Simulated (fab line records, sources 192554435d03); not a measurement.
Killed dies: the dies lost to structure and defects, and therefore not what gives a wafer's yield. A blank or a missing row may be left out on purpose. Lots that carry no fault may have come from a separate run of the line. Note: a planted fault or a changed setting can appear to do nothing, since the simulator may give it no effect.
Matching of chambers -- flow n5-finfet -- rie-diel-01 running N5_BEOL_M0_STRIP_140: 4 sister chambers
The step strips in CF4. 20 wafers are shown with their chamber, then 10 later ones without.

== EACH WAFER AND ITS CHAMBER ==
wafer,chamber,drypump-motor-current-A (A),throttle-valve-pct (%),showerhead-plenum-p-Torr (Torr)
L076.1,2,5.3,13.38,1.75
L076.2,3,5.4,13.17,1.74
L076.4,0,6.2,13.94,1.78
L078.2,0,6.2,13.97,1.78
L078.4,1,5.6,13.77,1.78
L078.6,1,5.6,13.76,1.78
L081.2,1,5.6,13.78,1.78
L081.3,3,5.4,13.18,1.73
L081.4,2,5.3,13.42,1.75
L085.1,2,5.3,13.43,1.74
L085.3,1,5.6,13.80,1.78
L085.5,1,5.7,13.84,1.78
L087.1,3,5.3,13.21,1.73
L087.3,0,6.2,14.03,1.77
L087.6,0,6.2,14.01,1.77
L090.1,2,5.3,13.46,1.74
L090.3,3,5.3,13.20,1.73
L090.4,0,6.2,14.04,1.77
L091.2,2,5.3,13.47,1.74
L091.5,3,5.3,13.24,1.73

SIGNATURES, as means of the wafers listed above
reading,chamber 0,chamber 1,chamber 2,chamber 3,scatter within a chamber
drypump-motor-current-A,6.200,5.620,5.300,5.340,0.0354
throttle-valve-pct,13.9980,13.7900,13.4320,13.2000,0.0346
showerhead-plenum-p-Torr,1.7740,1.7800,1.7440,1.7320,0.00447
Rule: for each reading, subtract the chamber's mean from the wafer's reading, divide by that reading's scatter and square the result; add these up over the readings and take the root, which gives the wafer's distance from the chamber. The wafer belongs to the nearest chamber; if the next one is less than 2 further off, it can't be placed. How the scatter is found: for the shown wafers, subtract from each reading the mean of its chamber, square and add these, divide the total by (wafers less chambers), then take the root.

== WAFERS WITHOUT THEIR CHAMBER ==
wafer,drypump-motor-current-A (A),throttle-valve-pct (%),showerhead-plenum-p-Torr (Torr)
L091.6,6.2,14.05,1.77
L093.1,6.2,14.07,1.77
L093.3,5.3,13.49,1.74
L093.4,5.4,13.21,1.73
L095.3,5.2,13.49,1.74
L095.4,6.2,14.05,1.77
L095.6,6.2,14.07,1.77
L096.1,5.3,13.47,1.74
L096.4,5.6,13.88,1.77
L096.5,5.3,13.49,1.74

== THE CHAMBER EACH PASSED THROUGH ==
wafer,from the rows above,in truth
L091.6,0,0
L093.1,0,0
L093.3,2,2
L093.4,3,3
L095.3,2,2
L095.4,0,0
L095.6,0,0
L096.1,2,2
L096.4,1,1
L096.5,2,2
Placed correctly: 10 of 10. Not placeable from these rows: 0. Placed wrongly: 0.
